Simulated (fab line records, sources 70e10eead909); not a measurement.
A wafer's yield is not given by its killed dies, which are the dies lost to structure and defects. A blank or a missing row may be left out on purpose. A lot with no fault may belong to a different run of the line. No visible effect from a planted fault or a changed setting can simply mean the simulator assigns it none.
Matching of chambers / flow nandHarc / NHARC_A_STAIRCASE_DEP_151 on pecvd-02: 3 sister chambers
The step deposits SiO2, target thk 3800 nm. 3 wafers are shown with their chamber, then 7 later ones without.

WAFERS PAIRED WITH THEIR CHAMBERS
wafer=L486.6; chamber=1; heaterPowerW (W)=541
wafer=L488.3; chamber=2; heaterPowerW (W)=606
wafer=L488.5; chamber=0; heaterPowerW (W)=570

WAFERS MISSING THEIR CHAMBER
wafer=L488.6; heaterPowerW (W)=542
wafer=L491.1; heaterPowerW (W)=722
wafer=L491.2; heaterPowerW (W)=591
wafer=L491.4; heaterPowerW (W)=526
wafer=L492.1; heaterPowerW (W)=701
wafer=L492.2; heaterPowerW (W)=668
wafer=L492.4; heaterPowerW (W)=532

EACH ONE'S CHAMBER
wafer=L488.6; from the rows above=can't be placed: 1 or 0 or 2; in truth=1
wafer=L491.1; from the rows above=can't be placed: 2 or 0 or 1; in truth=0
wafer=L491.2; from the rows above=can't be placed: 2 or 0 or 1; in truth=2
wafer=L491.4; from the rows above=can't be placed: 1 or 0 or 2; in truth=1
wafer=L492.1; from the rows above=can't be placed: 2 or 0 or 1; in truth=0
wafer=L492.2; from the rows above=can't be placed: 2 or 0 or 1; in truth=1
wafer=L492.4; from the rows above=can't be placed: 1 or 0 or 2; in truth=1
Placed correctly: 0 of 7. Unplaceable from these rows: 7, with the true chamber sitting among the candidates in 7. Placed wrongly: 0.
How it was worked out, from the rows above alone: a wafer's distance from a chamber is the root of the sum, over the readings, of the square of ((its reading less the chamber's mean) divided by the reading's scatter). The wafer belongs to the nearest chamber; if the next one is less than 2 further off, it can't be placed. Each chamber's mean is taken over the wafers shown for it. The scatter (one wafer shown for each chamber): square how far every hidden wafer sits from the nearest shown wafer, average those squares and take the square root.
